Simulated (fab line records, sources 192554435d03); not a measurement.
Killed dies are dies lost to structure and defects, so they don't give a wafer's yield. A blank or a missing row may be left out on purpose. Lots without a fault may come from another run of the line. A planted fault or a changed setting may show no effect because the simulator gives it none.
One fault seen from 2 desks | flow n5_finfet | each desk has only its own numbers; what lay behind them comes last

THE TOOL OWNER'S DESK: ald_sin-01
The tool's own readings at N5_BEOL_M3_ALD_98 (deposits SiO2, target thk 2.5 nm, pulse time 1 s, co reactant pulse time 1 s): means of the sampled wafers that have a number, for each lot that ran on this tool. A lot is out of limits, marked OUT, if its mean lies more than 4 standard deviations from the usual mean; the brackets give that distance.
Columns: A = heater_power_w at N5_BEOL_M3_ALD_98, usual 79 W; B = precursor_pulse_height_rel at N5_BEOL_M3_ALD_98, usual 1.001; C = susceptor_temp_C at N5_BEOL_M3_ALD_98, usual 100.00 C
lot  | first seen here | A  | B     | C
L633 | day 8 02:58     | 85 | 1.013 | 100.19
L636 | day 8 22:10     | 81 | 1.005 | 99.96
L640 | day 10 17:14    | 78 | 0.988 | 99.98
L642 | day 10 17:34    | 82 | 1.011 | 99.92
L643 | day 10 21:47    | 83 | 0.997 | 100.04
L647 | day 11 16:37    | 70 | 1.013 | 95.18 (-40) OUT
L650 | day 13 00:51    | 74 | 0.993 | 97.54 (-21) OUT
This desk's finding: out of limits on L647, L650; first on L647, day 11 16:37 (susceptor_temp_C at N5_BEOL_M3_ALD_98). In limits: L633, L636, L640, L642, L643.

THE METROLOGY DESK
What the gauges read, lot by lot, whatever tool the lot ran on: means of the sampled wafers that have a number. A lot is out of limits, marked OUT, if its mean lies more than 4 standard deviations from the usual mean; the brackets give that distance. Of its 10 readings 7 are shown: those that lie furthest out on some lot.
Columns: A = DIBL_P at N5_BEOL_M4_RC_MEAS_101, usual 38 mV/V; B = IOFF_N at N5_BEOL_M4_RC_MEAS_101, usual 0.19 nA/um; C = IOFF_P at N5_BEOL_M4_RC_MEAS_101, usual 0.24 nA/um; D = ION_P at N5_BEOL_M4_RC_MEAS_101, usual 465 uA/um; E = SS_P at N5_BEOL_M4_RC_MEAS_101, usual 73.7 mV/dec; F = VT_N at N5_BEOL_M4_RC_MEAS_101, usual 248 mV; G = VT_P at N5_BEOL_M4_RC_MEAS_101, usual -249 mV
lot  | first seen here | A  | B    | C    | D   | E    | F   | G
L629 | day 7 19:21     | 38 | 0.18 | 0.23 | 461 | 73.5 | 251 | -248
L630 | day 8 02:04     | 39 | 0.18 | 0.24 | 461 | 73.8 | 251 | -250
L633 | day 8 20:35     | 40 | 0.23 | 0.29 | 471 | 73.9 | 245 | -246
L636 | day 10 05:40    | 36 | 0.15 | 0.19 | 457 | 73.3 | 252 | -252
L640 | day 11 12:04    | 41 | 0.26 | 0.32 | 472 | 73.9 | 244 | -246
L642 | day 11 17:02    | 35 | 0.18 | 0.26 | 479 | 73.0 | 247 | -245
L643 | day 11 19:13    | 37 | 0.15 | 0.23 | 464 | 73.6 | 252 | -249
L647 | day 12 20:11    | 37 | 0.17 | 0.23 | 465 | 73.8 | 248 | -248
L650 | day 13 22:26    | 41 | 0.21 | 0.26 | 465 | 74.6 | 246 | -250
This desk's finding: nothing out of limits on any of the 9 lots.

PUT TOGETHER
The tool owner's desk could have raised an alarm at day 11 16:37, on L647, L650.
The metrology desk saw nothing out of limits.
The metrology desk has L647, L650 on record, within its limits.
Of the lots named, all ran N5_BEOL_M3_ALD_98 on ald_sin-01.

WHAT THE SIMULATOR HAD PUT IN
Process parameter drift: ald_sin-01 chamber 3, from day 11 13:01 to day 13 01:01, at N5_BEOL_M3_ALD_98. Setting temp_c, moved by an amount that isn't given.
Lots struck among those shown: L647, L650.
Hours from the fault's start to each desk's first reading out of limits: the tool owner's desk, 4.
